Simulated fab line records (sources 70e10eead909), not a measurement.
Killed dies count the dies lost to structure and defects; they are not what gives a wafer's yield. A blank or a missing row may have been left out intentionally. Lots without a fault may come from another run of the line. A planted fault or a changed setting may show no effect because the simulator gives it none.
Which tool is to blame? | flow nand-harc | Sampling: 13 lots, 39 wafers, 6 of 1302 route steps

== WHAT EACH GAUGE READ, for each wafer ==
NHARC_A_ONON_D1_THK_MEAS_02: measures by ellipsometry.
lot  | measured     | on            | thk-nm (nm)
L374 | day 8 08:59  | film-metro-02 | 1004 1001 1001
L373 | day 8 08:59  | film-metro-01 | 1001 1001 1000
L375 | day 8 15:38  | film-metro-01 | 992 991 989
L377 | day 9 16:22  | film-metro-01 | 1022 1021 1022
L378 | day 9 23:34  | film-metro-02 | 978 977 978
L379 | day 10 08:39 | film-metro-02 | 992 994 993
L382 | day 11 09:58 | film-metro-01 | 1003 1002 1001
L381 | day 11 09:58 | film-metro-02 | 998 997 997
L386 | day 13 02:28 | film-metro-02 | 1004 1003 1005
L393 | day 16 07:36 | film-metro-02 | 1007 1009 1008
L394 | day 16 07:36 | film-metro-01 | 1005 1005 1005
L395 | day 16 21:05 | film-metro-01 | 1000 1000 1001
L396 | day 17 06:47 | film-metro-02 | 1005 1004 1005

NHARC_A_ONON_D1_THK_MEAS_27: measures by ellipsometry.
lot  | measured     | on            | thk-nm (nm)
L374 | day 8 20:52  | film-metro-01 | 1008 1008 1009
L373 | day 8 20:50  | film-metro-01 | 987 987 987
L375 | day 9 04:45  | film-metro-02 | 1003 1003 1001
L377 | day 10 04:03 | film-metro-02 | 1008 1011 1008
L378 | day 10 11:58 | film-metro-02 | 987 987 987
L379 | day 10 20:26 | film-metro-02 | 994 993 994
L382 | day 11 21:40 | film-metro-02 | 1006 1003 1004
L381 | day 11 21:41 | film-metro-01 | 1015 1013 1014
L386 | day 13 14:11 | film-metro-02 | 996 994 996
L393 | day 16 20:17 | film-metro-01 | 1008 1007 1009
L394 | day 16 20:16 | film-metro-01 | 1003 1002 1004
L395 | day 17 10:23 | film-metro-02 | 995 996 996
L396 | day 17 19:20 | film-metro-01 | 1009 1009 1011

NHARC_A_ONON_D1_THK_MEAS_34: measures by ellipsometry.
lot  | measured     | on            | thk-nm (nm)
L374 | day 8 22:02  | film-metro-01 | 197.1 198.6 199.6
L373 | day 8 22:00  | film-metro-02 | 197.6 198.4 199.8
L375 | day 9 05:47  | film-metro-02 | 196.9 199.5 200.5
L377 | day 10 05:06 | film-metro-01 | 194.3 197.7 196.3
L378 | day 10 13:01 | film-metro-02 | 199.2 200.5 199.2
L379 | day 10 21:28 | film-metro-02 | 205.1 200.3 203.6
L382 | day 11 22:43 | film-metro-02 | 194.4 196.5 200.2
L381 | day 11 22:43 | film-metro-01 | 198.7 197.9 200.8
L386 | day 13 15:15 | film-metro-01 | 283.7 199.2 199.4
L393 | day 16 21:19 | film-metro-01 | 197.9 197.5 199.3
L394 | day 16 21:18 | film-metro-01 | 198.1 194.7 197.5
L395 | day 17 11:25 | film-metro-02 | 196.5 195.7 202.8
L396 | day 17 20:23 | film-metro-01 | 197.0 201.7 202.9

NHARC_A_ONON_D1_INSPECT_32.
lot  | measured     | on                | raw-defect-count
L374 | day 8 22:07  | defect-inspect-02 | 63 98 93
L373 | day 8 22:04  | defect-inspect-02 | 65 84 118
L375 | day 9 05:52  | defect-inspect-02 | 91 62 47
L377 | day 10 05:10 | defect-inspect-01 | 82 77 132
L378 | day 10 13:04 | defect-inspect-01 | 58 63 44
L379 | day 10 21:33 | defect-inspect-01 | 111 60 109
L382 | day 11 22:46 | defect-inspect-02 | 76 69 89
L381 | day 11 22:47 | defect-inspect-02 | 125 112 162
L386 | day 13 15:20 | defect-inspect-02 | 91 66 45
L393 | day 16 21:23 | defect-inspect-02 | 92 88 93
L394 | day 16 21:22 | defect-inspect-02 | 60 91 71
L395 | day 17 11:29 | defect-inspect-02 | 102 43 63
L396 | day 17 20:28 | defect-inspect-02 | 57 60 69

NHARC_END_SORT_01.
lot  | measured     | on        | killed-at-array | killed-at-other | killed-at-periphery | killed-dies | killed-open | killed-short
L375 | day 25 04:36 | prober-02 | 55 52 44        | 1 1 0           | 2 2 0               | 58 55 44    | 4 0 6       | 1 3 3
L377 | day 25 20:53 | prober-01 | 63 56 48        | 1 0 1           | 5 4 5               | 69 60 54    | 6 2 0       | 3 3 3
L382 | day 27 16:37 | prober-02 | 27 32 32        | 1 3 5           | 6 12 8              | 34 47 45    | 3 5 4       | 2 4 3
L381 | day 27 16:38 | prober-01 | 111 103 105     | 0 1 0           | 2 6 3               | 113 110 108 | 2 3 5       | 1 1 3

== WHAT TOOL EACH LOT RAN ON (gives the tool, then ch and the chambers of the sampled wafers, and finally the start) ==
lot  | NHARC_A_ONON_D1_DEP_33
L374 | pecvd-04 ch 0,2, day 8 21:40
L373 | pecvd-02 ch 0,1,2, day 8 21:35
L375 | pecvd-02 ch 1,2, day 9 05:28
L377 | pecvd-03 ch 0,1,2, day 10 04:41
L378 | pecvd-04 ch 0,1,2, day 10 12:35
L379 | pecvd-03 ch 0,2, day 10 21:06
L382 | pecvd-02 ch 0,2, day 11 22:18
L381 | pecvd-04 ch 0,1,2, day 11 22:19
L386 | pecvd-02 ch 0,1,2, day 13 14:50
L393 | pecvd-04 ch 0,2, day 16 20:58
L394 | pecvd-03 ch 0,2, day 16 20:53
L395 | pecvd-03 ch 0,2, day 17 11:00
L396 | pecvd-02 ch 1,2, day 17 19:58
- NHARC_A_ONON_D1_DEP_33: deposits SiO2, target thk 200 nm.

== AS READ BY THE TOOLS THEMSELVES (means over the sampled wafers that have a number; for cases with no such wafer, the mark the record gives instead) ==
NHARC_A_ONON_D1_DEP_33.
lot  | tool     | heater-power-w (W) | mfc-precursor-sccm (sccm) | susceptor-temp-C (C) | throttle-valve-pct (%)
L374 | pecvd-04 | 536                | 160.8                     | 400.04               | 17.0
L373 | pecvd-02 | 518                | 161.7                     | 400.25               | 15.6
L375 | pecvd-02 | 541                | 161.3                     | 400.42               | 15.2
L377 | pecvd-03 | 570                | 162.1                     | 399.90               | 15.8
L378 | pecvd-04 | 593                | 161.7                     | 399.85               | 16.4
L379 | pecvd-03 | 499                | 161.7                     | 399.93               | 16.1
L382 | pecvd-02 | 461                | 161.4                     | 399.82               | 15.4
L381 | pecvd-04 | 590                | 161.3                     | 400.06               | 16.4
L386 | pecvd-02 | 519                | 185.3                     | 399.62               | 15.3
L393 | pecvd-04 | 530                | 161.1                     | 400.03               | 16.2
L394 | pecvd-03 | 524                | 161.0                     | 399.93               | 15.2
L395 | pecvd-03 | 594                | 162.2                     | 399.95               | 15.9
L396 | pecvd-02 | 507                | 161.7                     | 399.86               | 15.1

== THE ANSWER, worked out from the rows above alone ==
Rule: what is usual is taken from the lots themselves. The widest of any qualifying gaps counts: lots, ordered by their means at a reading, are off when they make up no more than a third of the lots, leave a main group of 4 or more, and stand apart from it by 3 or more times the standard deviation of that group's means. A main group whose means are all the same, to the digits that the tables above print for the reading, isn't used. Also off: a lot with no number at a reading for which 4 or more lots have one. All remaining lots with rows at the step are treated as sound. First the gauges in route order, then the tools' own readings, where a lot's mean is used as printed above. The first step at which some lot is off is used, and at that step the reading that is off furthest; a lot without a number counts as furthest.
Off at NHARC_A_ONON_D1_THK_MEAS_34 (thk-nm): L386. Main group: mean 198.7 nm, sd 1.7.
A tool fits if, at a process step before that reading, it ran every lot that is off, and no sound lot after the first of them. Not tried: the gauges at NHARC_A_ONON_D1_THK_MEAS_34; whatever is off there is also off at NHARC_A_ONON_D1_DEP_33, on other tools, and gauge error can't account for it. None of those tried fits.

== WHAT THE SIMULATOR HAD INSERTED ==
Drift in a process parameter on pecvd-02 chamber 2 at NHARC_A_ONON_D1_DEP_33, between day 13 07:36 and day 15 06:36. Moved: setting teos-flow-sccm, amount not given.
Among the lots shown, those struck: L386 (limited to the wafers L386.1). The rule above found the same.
